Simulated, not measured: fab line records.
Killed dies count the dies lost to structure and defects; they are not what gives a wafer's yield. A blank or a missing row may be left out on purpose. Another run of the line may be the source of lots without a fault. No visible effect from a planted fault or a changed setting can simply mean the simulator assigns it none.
A lot that was struck, set against a sound lot    flow nandHarc    15 out of 1159 route steps
Sound: the wafers L295.2, L295.3, L295.5. Struck: wafer L292.2. (L292.4 of the same lot was not struck and is left out.) The cause comes at the end.
Each step with rows lists, per side, the tool, then ch with its chambers, then its first start. Under that, the readings that differ: sound wafers    struck wafers    difference of the means    sigmas: that difference in standard deviations of wafers without a fault.
alike: same words and numbers on both sides, and readings whose means sit less than 2 such deviations apart. not compared: any withheld reading, any reading some wafer has no value for, any bound like >300 that may hide the same value, and any number with overlapping values for which the record gives no deviation.
A row with sigmas, a row that says differs or no value, or rows on one side alone: a step with any of these is where the two part. Numbers that have no deviation but don't overlap get no sigmas and don't part them. A reading missing from all wafers of one side parts the sides only when that side holds two or more wafers.

first, 1 step without rows for these wafers: NHARC_A_CHANNEL_HOLE_D1_STRIP_43 (strips in O2/COS).
NHARC_A_CHANNEL_HOLE_D1_ETCH_44: etches the open film in CF4/O2, target depth 140 nm, overetch 14 nm, time 77 s.
  sound on rieDiel-07 ch 0,1,2, day 13 01:02; struck on rieDiel-05 ch 0, day 12 16:50
reading                   sound        struck  difference  sigmas
drypumpMotorCurrentA (A)  6.7 6.3 5.8  5.2     -1.1        -2
  alike: oesProductAu, rfVppV, showerheadPlenumPTorr, throttleValvePct
  not compared: rfHoursCounterH
NHARC_A_CHANNEL_HOLE_D1_STRIP_27: strips in O2.
  sound: rieDiel-07 ch 0,2,3; struck: rieDiel-05 ch 2
  alike: drypumpMotorCurrentA, oesProductAu, rfVppV, showerheadPlenumPTorr, throttleValvePct
  not compared: rfHoursCounterH
then, 2 steps without rows for these wafers: NHARC_A_CHANNEL_HOLE_D1_PRECLEAN_28 (cleans in SC1); NHARC_A_CHANNEL_HOLE_D1_SRD_29.
NHARC_A_CHANNEL_HOLE_D1_CD_MEAS_30:
  sound on cdSem-03 at day 13 01:52; struck on cdSem-03 at day 12 17:37
  alike: cdNm
NHARC_A_CHANNEL_HOLE_D1_XSEM_31:
  sound on xsem-01 ch 0, day 13 01:58; struck on xsem-01 ch 0, day 12 17:42
reading     sound           struck  difference  sigmas
bowNm (nm)  9.08 9.01 9.09  8.32    -0.74       -3
  alike: botCdNm, tiltDeg
NHARC_A_CHANNEL_HOLE_D1_INSPECT_40:
  sound on defectInspect-01 at day 13 02:04; struck on defectInspect-01 at day 12 17:47
reading         sound      struck  difference  sigmas
rawDefectCount  103 89 93  52      -43         -2
then, 2 steps without rows for these wafers: NHARC_A_CHANNEL_FILL_D1_PRECLEAN_00 (cleans in SC1); NHARC_A_CHANNEL_FILL_D1_SRD_01.
NHARC_A_CHANNEL_FILL_D1_ALD_02: deposits SiO2, target thk 6 nm, pulse time 10 s, ald cycles 60.
  sound on aldHk-04 ch 1,2, day 13 02:20; struck on aldHk-04 ch 0, day 12 18:04
  alike: heaterPowerW, precursorPulseHeightRel, susceptorTempC
  not compared: aldCycles
then, 1 step without rows for these wafers: NHARC_A_CHANNEL_FILL_D1_ALD_03 (deposits SiNx, target thk 6 nm, pulse time 60 s, ald cycles 58).
NHARC_A_CHANNEL_FILL_D1_ALD_14: deposits SiO2, target thk 2.5 nm, pulse time 10 s, ald cycles 25.
  sound on aldHk-02 ch 0,3, day 13 08:58; struck on aldHk-01 ch 0, day 13 00:45
reading    sound     struck  difference  sigmas
aldCycles  25 25 25  28      +3          
  alike: heaterPowerW, precursorPulseHeightRel
  not compared: susceptorTempC
NHARC_A_CHANNEL_FILL_D1_ALD_15: deposits SiNx, target thk 2 nm, pulse time 60 s, ald cycles 19.
  sound: aldSinBatch-01 ch 0; struck: aldSinBatch-01 ch 0
  alike: precursorPulseHeightRel, susceptorTempC
  not compared: aldCycles
next, for these wafers, 1 step has no rows: NHARC_END_SORT_01.

## WHERE THEY PART
Earliest at NHARC_A_CHANNEL_HOLE_D1_ETCH_44; latest, in this record, at NHARC_A_CHANNEL_HOLE_D1_INSPECT_40. Later steps at which nothing parts them and some readings are alike: NHARC_A_CHANNEL_FILL_D1_ALD_02, NHARC_A_CHANNEL_FILL_D1_ALD_14, NHARC_A_CHANNEL_FILL_D1_ALD_15.

WHY: the cause the simulator had injected
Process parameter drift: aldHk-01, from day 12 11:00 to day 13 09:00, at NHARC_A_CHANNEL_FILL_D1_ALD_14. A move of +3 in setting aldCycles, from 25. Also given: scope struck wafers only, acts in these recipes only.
